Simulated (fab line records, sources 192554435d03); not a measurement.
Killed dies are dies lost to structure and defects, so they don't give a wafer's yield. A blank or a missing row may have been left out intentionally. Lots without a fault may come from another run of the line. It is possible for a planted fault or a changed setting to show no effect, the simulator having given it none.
Which of the tools did it?	flow n5_finfet	72 wafers from 24 lots sampled at 4 of the route's 1938 steps

WHAT EACH GAUGE READ, for each wafer
N5_BEOL_M0_SAQP_OVL_MEAS_41. Usual: M0_CUT1_OVL typically reads -0.3 nm, with standard deviation 0.58.
lot	measured	on	M0_CUT1_OVL (nm)	flag
L074	day 5 19:55	overlay-01	-0.7 -0.5 -0.7	
L075	day 6 00:50	overlay-01	-0.6 -0.8 -0.4	
L076	day 6 14:32	overlay-01	-0.4 0.3 0.1	
L078	day 6 16:40	overlay-02	0.4 0.2 -0.1	
L077	day 6 22:23	overlay-02	0.7 -0.4 -0.2	
L079	day 7 01:26	overlay-01	-1.0 -1.1 -0.6	
L080	day 7 03:55	overlay-01	-0.8 0.5 0.2	
L081	day 7 08:52	overlay-02	-1.1 -0.5 -0.2	
L082	day 7 12:02	overlay-02	0.1 0.1 -0.2	
L083	day 7 23:46	overlay-02	-0.8 0.3 0.6	
L084	day 8 07:26	overlay-02	-0.8 -0.3 -0.7	
L085	day 8 12:01	overlay-01	0.3 0.0 0.2	
L086	day 8 23:19	overlay-02	-0.7 -0.8 0.2	
L087	day 9 00:22	overlay-02	-1.3 -0.4 -1.1	
L088	day 9 08:29	overlay-01	0.0 -0.1 -0.8	
L089	day 9 09:28	overlay-02	0.3 0.8 0.2	
L090	day 9 17:13	overlay-02	-0.4 0.5 -0.6	
L091	day 9 20:40	overlay-02	-1.1 -1.3 -1.4	
L092	day 10 05:57	overlay-02	-0.1 0.1 -0.3	
L093	day 10 06:26	overlay-02	-0.1 -0.4 -0.6	
L094	day 10 22:48	overlay-02	-0.7 -1.2 -1.5	
L095	day 11 00:07	overlay-01	-0.8 -0.8 0.2	
L096	day 11 09:21	overlay-02	-1.4 0.0 -0.9	
L097	day 11 10:37	overlay-01	0.6 0.2 0.3	

WHAT TOOL EACH LOT RAN ON (gives the tool, then ch and the chambers of the sampled wafers, and finally the start)
lot	N5_BEOL_M0_SAQP_HM_DEP_02	N5_BEOL_M0_SAQP_DESCUM_19	N5_BEOL_M0_SAQP_RECESS_114
L074	pvd_sputter-03, day 5 12:55	rie_diel-01 ch 1,3, day 5 13:49	vapor_etch-02 ch 1, day 5 14:20
L075	pvd_sputter-01, day 5 19:34	rie_diel-03 ch 1,2,3, day 5 20:45	vapor_etch-01 ch 0,1, day 5 21:26
L076	pvd_sputter-02, day 6 08:10	rie_diel-01 ch 1,2, day 6 09:04	vapor_etch-02 ch 0,1, day 6 09:35
L078	pvd_sputter-01, day 6 11:24	rie_diel-03 ch 1,2,3, day 6 12:30	vapor_etch-01 ch 0,1, day 6 13:00
L077	pvd_sputter-01, day 6 14:51	rie_diel-01 ch 0,2,3, day 6 16:10	vapor_etch-01 ch 1, day 6 16:51
L079	pvd_sputter-03, day 6 19:50	rie_diel-03 ch 0,3, day 6 21:08	vapor_etch-01 ch 0,1, day 6 21:45
L080	pvd_sputter-01, day 6 23:08	rie_diel-05 ch 1,2, day 6 23:58	vapor_etch-01 ch 0,1, day 7 00:28
L081	pvd_sputter-02, day 7 03:48	rie_diel-01 ch 0,1,3, day 7 04:43	vapor_etch-02 ch 0,1, day 7 05:21
L082	pvd_sputter-01, day 7 07:20	rie_diel-01 ch 1,2,3, day 7 08:07	vapor_etch-02 ch 0,1, day 7 08:52
L083	pvd_sputter-01, day 7 18:34	rie_diel-01 ch 0,1,3, day 7 19:31	vapor_etch-02 ch 0,1, day 7 20:01
L084	pvd_sputter-03, day 8 02:20	rie_diel-01 ch 0,1,3, day 8 03:15	vapor_etch-01 ch 0,1, day 8 03:53
L085	pvd_sputter-01, day 8 06:19	rie_diel-05 ch 2,3, day 8 07:34	vapor_etch-02 ch 0, day 8 08:05
L086	pvd_sputter-01, day 8 17:14	rie_diel-03 ch 1,2, day 8 18:19	vapor_etch-02 ch 0,1, day 8 18:59
L087	pvd_sputter-01, day 8 18:26	rie_diel-01 ch 0,1, day 8 19:54	vapor_etch-02 ch 0,1, day 8 20:40
L088	pvd_sputter-02, day 9 01:08	rie_diel-03 ch 0,1,2, day 9 04:24	vapor_etch-01 ch 0,1, day 9 05:02
L089	pvd_sputter-02, day 9 02:02	rie_diel-01 ch 2,3, day 9 05:11	vapor_etch-01 ch 0,1, day 9 06:04
L090	pvd_sputter-01, day 9 11:36	rie_diel-03 ch 0,1,3, day 9 12:32	vapor_etch-02 ch 0,1, day 9 13:13
L091	pvd_sputter-01, day 9 15:23	rie_diel-01 ch 0,1,3, day 9 16:15	vapor_etch-02 ch 0, day 9 16:47
L092	pvd_sputter-03, day 10 00:19	rie_diel-01 ch 0,3, day 10 01:15	vapor_etch-02 ch 0,1, day 10 01:57
L093	pvd_sputter-02, day 10 01:25	rie_diel-01 ch 2,3, day 10 02:11	vapor_etch-01 ch 0,1, day 10 02:49
L094	pvd_sputter-03, day 10 18:03	rie_diel-05 ch 0,2, day 10 19:07	vapor_etch-02 ch 0,1, day 10 19:38
L095	pvd_sputter-01, day 10 18:56	rie_diel-01 ch 0,2,3, day 10 19:50	vapor_etch-01 ch 0,1, day 10 20:21
L096	pvd_sputter-03, day 11 03:47	rie_diel-05 ch 0,1,2, day 11 04:37	vapor_etch-02 ch 0,1, day 11 05:34
L097	pvd_sputter-01, day 11 05:37	rie_diel-03 ch 0,2, day 11 06:29	vapor_etch-01 ch 0,1, day 11 06:59
- N5_BEOL_M0_SAQP_HM_DEP_02: deposits TiN, target thk 12 nm.
- N5_BEOL_M0_SAQP_DESCUM_19: chemistry O2, time 7.9 s.
- N5_BEOL_M0_SAQP_RECESS_114: chemistry HF/NH3, target SiO2, target depth 14.4 nm, afs cycles 3, sublimation time 60 s.

WHAT THE TOOLS THEMSELVES READ (means of the sampled wafers that have a number; where no wafer has one, the mark that the record gives instead)
N5_BEOL_M0_SAQP_HM_DEP_02. Usual: 29.9 % for throttle_valve_pct, sd 0.78.
lot	tool	throttle_valve_pct (%)	flag
L074	pvd_sputter-03	30.2	
L075	pvd_sputter-01	30.1	
L076	pvd_sputter-02	30.1	
L078	pvd_sputter-01	30.0	
L077	pvd_sputter-01	29.7	
L079	pvd_sputter-03	30.5	
L080	pvd_sputter-01	29.7	
L081	pvd_sputter-02	29.0	
L082	pvd_sputter-01	30.0	
L083	pvd_sputter-01	30.1	
L084	pvd_sputter-03	30.3	
L085	pvd_sputter-01	29.8	
L086	pvd_sputter-01	29.7	
L087	pvd_sputter-01	29.8	
L088	pvd_sputter-02	28.5	
L089	pvd_sputter-02	29.5	
L090	pvd_sputter-01	29.8	
L091	pvd_sputter-01	29.5	
L092	pvd_sputter-03	30.3	
L093	pvd_sputter-02	29.4	
L094	pvd_sputter-03	30.7	
L095	pvd_sputter-01	29.9	
L096	pvd_sputter-03	30.6	
L097	pvd_sputter-01	29.8	

N5_BEOL_M0_SAQP_DESCUM_19. Usual: drypump_motor_current_A 5.7 A, standard deviation 0.46; o2_flow_sccm 225.0 sccm, standard deviation 0.81; oes_product_au 0.85 a.u., standard deviation 0.08; rf_vpp_V 243.0 V, standard deviation 1.1; showerhead_plenum_p_Torr 2.09 Torr, standard deviation 0.055; throttle_valve_pct 20.26 %, standard deviation 0.18.
lot	tool	drypump_motor_current_A (A)	o2_flow_sccm (sccm)	oes_product_au (a.u.)	rf_vpp_V (V)	showerhead_plenum_p_Torr (Torr)	throttle_valve_pct (%)	flag
L074	rie_diel-01	5.6	224.6	0.92	243.2	2.09	20.08	
L075	rie_diel-03	6.3	224.8	0.84	244.3	2.14	20.24	
L076	rie_diel-01	5.4	225.5	0.96	242.8	2.07	20.07	
L078	rie_diel-03	6.3	224.7	0.84	243.6	2.14	20.26	
L077	rie_diel-01	5.6	224.9	0.93	243.1	2.08	20.19	
L079	rie_diel-03	6.4	224.7	0.90	244.6	2.19	20.30	
L080	rie_diel-05	5.6	224.7	0.74	243.1	2.11	20.31	
L081	rie_diel-01	5.7	225.1	0.90	243.4	2.08	20.12	
L082	rie_diel-01	5.6	225.4	0.91	242.8	2.09	20.19	
L083	rie_diel-01	5.6	225.0	0.89	243.1	2.08	20.12	
L084	rie_diel-01	5.6	224.8	0.89	243.1	2.08	20.13	
L085	rie_diel-05	5.5	224.6	0.77	243.5	2.13	20.67	
L086	rie_diel-03	6.3	225.2	0.77	243.7	2.08	20.27	
L087	rie_diel-01	5.5	225.3	0.90	242.1	2.05	20.08	
L088	rie_diel-03	6.2	224.7	0.79	242.9	2.09	20.32	
L089	rie_diel-01	5.5	224.2	0.89	242.6	2.08	20.30	
L090	rie_diel-03	6.4	225.1	0.83	243.7	2.13	20.34	
L091	rie_diel-01	5.6	225.2	0.87	242.4	2.07	20.16	
L092	rie_diel-01	5.7	224.9	0.87	243.7	2.06	20.19	
L093	rie_diel-01	5.6	224.3	0.88	242.9	2.08	20.31	
L094	rie_diel-05	5.0	225.3	0.79	242.1	2.02	20.42	
L095	rie_diel-01	5.6	225.1	0.87	242.7	2.07	20.26	
L096	rie_diel-05	5.4	225.6	0.86	243.3	2.06	20.27	
L097	rie_diel-03	5.9	225.6	0.78	242.9	2.10	20.31	

N5_BEOL_M0_SAQP_RECESS_114. Usual: 6.16 A for drypump_motor_current_A, sd 0.18.
lot	tool	drypump_motor_current_A (A)	flag
L074	vapor_etch-02	6.42	
L075	vapor_etch-01	6.00	
L076	vapor_etch-02	6.31	
L078	vapor_etch-01	5.98	
L077	vapor_etch-01	6.18	
L079	vapor_etch-01	6.01	
L080	vapor_etch-01	6.05	
L081	vapor_etch-02	6.32	
L082	vapor_etch-02	6.32	
L083	vapor_etch-02	6.23	
L084	vapor_etch-01	6.08	
L085	vapor_etch-02	6.12	
L086	vapor_etch-02	6.23	
L087	vapor_etch-02	6.31	
L088	vapor_etch-01	6.07	
L089	vapor_etch-01	6.09	
L090	vapor_etch-02	6.31	
L091	vapor_etch-02	6.14	
L092	vapor_etch-02	6.32	
L093	vapor_etch-01	6.06	
L094	vapor_etch-02	6.24	
L095	vapor_etch-01	6.08	
L096	vapor_etch-02	6.23	
L097	vapor_etch-01	6.00	

THE ANSWER, worked out from the rows above alone
Rule: lot off if the mean of its wafers having a number is beyond 3 standard deviations from the usual mean. A lot without any number at a reading at which 4 lots or more have one is off too. Where the step has rows for the other lots, those lots are counted as sound. Order of review: gauges by route order, followed by the tools' own readings, for which a lot's mean as printed above is used. At the first step where some lot is off, the reading lying furthest off is the one used; lots without a number count as furthest.
Nothing can be told from this: no lot is off at any reading shown.

WHAT WAS PUT IN BY THE SIMULATOR
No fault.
